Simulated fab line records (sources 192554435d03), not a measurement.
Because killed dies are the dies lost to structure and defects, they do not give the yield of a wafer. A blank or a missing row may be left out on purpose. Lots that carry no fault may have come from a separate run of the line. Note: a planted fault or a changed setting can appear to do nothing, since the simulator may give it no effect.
Lot-split experiment / flow n5Finfet / 21 wafers read across 7 lots, on a route 1938 steps long

ABOUT THE SPLIT
At N5_BEOL_M10_TRENCH_ETCH_37 (etches SiCOH lowk in C4F6/O2, target depth 148.83 nm, time 48 s), the setting sourceW was moved away from the recipe's 345 W on 5 of the 21 wafers read, by -7.8% to +14.5%. All remaining wafers had this setting at the recipe value.

The reading comes from the split's own step.

THE READING
rfVppV, in V, at N5_BEOL_M10_TRENCH_ETCH_37 (etches SiCOH lowk in C4F6/O2, target depth 148.83 nm, time 48 s). On this fab line, fault-free wafers typically give 668 V with a standard deviation of 5.1 V.

wafer=L074.1; tool, chamber at the split=rieDiel-05, 3; sourceW as run, W=345; against the recipe=recipe; rfVppV, V=667; against lot-mates on the recipe=-
wafer=L074.2; tool, chamber at the split=rieDiel-05, 2; sourceW as run, W=345; against the recipe=recipe; rfVppV, V=662; against lot-mates on the recipe=-
wafer=L074.6; tool, chamber at the split=rieDiel-05, 3; sourceW as run, W=345; against the recipe=recipe; rfVppV, V=666; against lot-mates on the recipe=-
wafer=L076.1; tool, chamber at the split=rieDiel-01, 2; sourceW as run, W=345; against the recipe=recipe; rfVppV, V=668; against lot-mates on the recipe=-
wafer=L076.2; tool, chamber at the split=rieDiel-01, 0; sourceW as run, W=387; against the recipe=+12.2%; rfVppV, V=627; against lot-mates on the recipe=-42
wafer=L076.3; tool, chamber at the split=rieDiel-01, 1; sourceW as run, W=345; against the recipe=recipe; rfVppV, V=670; against lot-mates on the recipe=-
wafer=L082.1; tool, chamber at the split=rieDiel-05, 0; sourceW as run, W=345; against the recipe=recipe; rfVppV, V=672; against lot-mates on the recipe=-
wafer=L082.4; tool, chamber at the split=rieDiel-05, 3; sourceW as run, W=345; against the recipe=recipe; rfVppV, V=666; against lot-mates on the recipe=-
wafer=L082.6; tool, chamber at the split=rieDiel-05, 2; sourceW as run, W=345; against the recipe=recipe; rfVppV, V=661; against lot-mates on the recipe=-
wafer=L087.4; tool, chamber at the split=rieDiel-05, 2; sourceW as run, W=318.2; against the recipe=-7.8%; rfVppV, V=690; against lot-mates on the recipe=+20
wafer=L087.5; tool, chamber at the split=rieDiel-05, 3; sourceW as run, W=345; against the recipe=recipe; rfVppV, V=666; against lot-mates on the recipe=-
wafer=L087.6; tool, chamber at the split=rieDiel-05, 0; sourceW as run, W=345; against the recipe=recipe; rfVppV, V=673; against lot-mates on the recipe=-
wafer=L089.1; tool, chamber at the split=rieDiel-02, 1; sourceW as run, W=395.1; against the recipe=+14.5%; rfVppV, V=626; against lot-mates on the recipe=-40
wafer=L089.2; tool, chamber at the split=rieDiel-02, 2; sourceW as run, W=345; against the recipe=recipe; rfVppV, V=657; against lot-mates on the recipe=-
wafer=L089.4; tool, chamber at the split=rieDiel-02, 0; sourceW as run, W=345; against the recipe=recipe; rfVppV, V=674; against lot-mates on the recipe=-
wafer=L094.1; tool, chamber at the split=rieDiel-01, 0; sourceW as run, W=345; against the recipe=recipe; rfVppV, V=664; against lot-mates on the recipe=-
wafer=L094.3; tool, chamber at the split=rieDiel-01, 3; sourceW as run, W=345; against the recipe=recipe; rfVppV, V=677; against lot-mates on the recipe=-
wafer=L094.5; tool, chamber at the split=rieDiel-01, 3; sourceW as run, W=345; against the recipe=recipe; rfVppV, V=676; against lot-mates on the recipe=-
wafer=L095.2; tool, chamber at the split=rieDiel-05, 2; sourceW as run, W=319.7; against the recipe=-7.3%; rfVppV, V=687; against lot-mates on the recipe=+26
wafer=L095.4; tool, chamber at the split=rieDiel-05, 1; sourceW as run, W=319.7; against the recipe=-7.3%; rfVppV, V=695; against lot-mates on the recipe=+34
wafer=L095.6; tool, chamber at the split=rieDiel-05, 2; sourceW as run, W=345; against the recipe=recipe; rfVppV, V=661; against lot-mates on the recipe=-

FIT RESULTS
A straight line over all 21 wafers: rfVppV changes by -3.07 V for each +1% of sourceW; r = -0.95; the points scatter about the line by 5.4 V.
The same after taking each lot's own level away (the mean of its wafers on the recipe; 21 wafers): -3.2 V for each +1%; r = -0.95; scatter 5.3 V.
The reading moves by 46 V for the largest change in sourceW, on that fit.
Measured against the standard deviation above, the lots' own levels, which go from 661.0 to 672.3 V, span 2.2 times it.
Consequently the slope shifts little with the lot-to-lot level, the two slopes agreeing.
Check: -50.8 V against its lot-mates is what the line predicts for one of the wafers moved furthest among these (+14.5%) when that wafer is left out of the fit. Against them it came out at -39.5 V.
Tool readings at the split's step, against how far the setting was moved: rfVppV r = -0.95.

FURTHER SPLITS ON THESE WAFERS
Other splits were also applied to these wafers ahead of the reading. Each is held against what the fit with the lots' levels taken away leaves over:
other split on the same wafers=N5_BEOL_M10_COAT_22 spinRpm; wafers away from the commonest value=5; r with rfVppV (lot level and that fit taken away)=+0.03

THE FILE'S OWN FIT
rfVppV changes by -3.1 V for each +1% of sourceW, r = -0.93.
